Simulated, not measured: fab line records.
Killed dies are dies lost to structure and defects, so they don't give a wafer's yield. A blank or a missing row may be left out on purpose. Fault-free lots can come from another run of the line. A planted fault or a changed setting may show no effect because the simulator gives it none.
Split-lot trial -- flow n5-finfet -- 21 wafers read from 7 lots, route of 1938 steps

== ABOUT THE SPLIT ==
At N5_BEOL_M1_ETCH_64 (etches SOC in N2/H2, target depth 75 nm, overetch 15 nm, time 112.5 s), the setting source-w was moved away from the recipe's 840 W on 9 of the 21 wafers read, by -16.2% to +11.9%. All remaining wafers had this setting at the recipe value.

Reading taken at the split's own step.

== THE READING ==
rf-vpp-V, in V, at N5_BEOL_M1_ETCH_64 (etches SOC in N2/H2, target depth 75 nm, overetch 15 nm, time 112.5 s). A value of 524.0 V with a standard deviation of 2.5 V is what fault-free wafers of this fab line usually give.

wafer,"tool, chamber at the split","source-w as run, W",against the recipe,"rf-vpp-V, V",against lot-mates on the recipe
L079.2,"rie-diel-04, 2",840,recipe,522.0,-
L079.4,"rie-diel-04, 3",840,recipe,524.3,-
L079.5,"rie-diel-04, 1",840,recipe,522.5,-
L081.3,"rie-diel-04, 3",802.1,-4.5%,530.4,+7.8
L081.4,"rie-diel-04, 3",840,recipe,522.6,-
L081.5,"rie-diel-04, 1",802.1,-4.5%,529.3,+6.7
L082.1,"rie-diel-01, 0",703.7,-16.2%,556.0,+32.5
L082.4,"rie-diel-01, 3",840,recipe,521.6,-
L082.5,"rie-diel-01, 2",840,recipe,525.3,-
L083.1,"rie-diel-01, 0",798.3,-5.0%,534.4,+8.5
L083.3,"rie-diel-01, 2",798.3,-5.0%,535.5,+9.6
L083.5,"rie-diel-01, 2",840,recipe,525.9,-
L088.2,"rie-diel-03, 1",840,recipe,523.8,-
L088.3,"rie-diel-03, 2",840,recipe,526.4,-
L088.6,"rie-diel-03, 0",797,-5.1%,536.8,+11.7
L089.4,"rie-diel-01, 0",840,recipe,525.9,-
L089.5,"rie-diel-01, 0",840,recipe,525.0,-
L089.6,"rie-diel-01, 1",769.2,-8.4%,534.4,+8.9
L091.3,"rie-diel-03, 0",940.3,+11.9%,509.4,-17.5
L091.4,"rie-diel-03, 1",940.3,+11.9%,503.2,-23.7
L091.6,"rie-diel-03, 2",840,recipe,526.9,-

THE FIT
A straight line over all 21 wafers: rf-vpp-V changes by -1.68 V for each +1% of source-w; r = -0.97; the points scatter about the line by 2.6 V.
The same after taking each lot's own level away (the mean of its wafers on the recipe; 21 wafers): -1.78 V for each +1%; r = -0.98; scatter 2.2 V.
Per that fit: largest source-w move, reading shift of 29 V.
Measured against the standard deviation above, the lots' own levels, which go from 522.60 to 526.90 V, span 1.7 times it.
Consequently the slope shifts little with the lot-to-lot level, the two slopes agreeing.
Check: +26.8 V against its lot-mates is what the line predicts for one of the wafers moved furthest among these (-16.2%) when that wafer is left out of the fit. Against them it came out at +32.5 V.
Tool readings at the split's step, against how far the setting was moved: rf-vpp-V r = -0.97.

== OTHER SPLITS APPLIED TO THESE WAFERS ==
Other splits were also applied to these wafers ahead of the reading. Each is held against what the fit with the lots' levels taken away leaves over:
other split on the same wafers,wafers away from the commonest value,r with rf-vpp-V (lot level and that fit taken away)
N5_BEOL_M0_SAQP_SPACER1_ALD_98 ald-cycles,6,+0.01

== THE FILE'S OWN FIT ==
rf-vpp-V changes by -1.8 V for each +1% of source-w, r = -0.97.
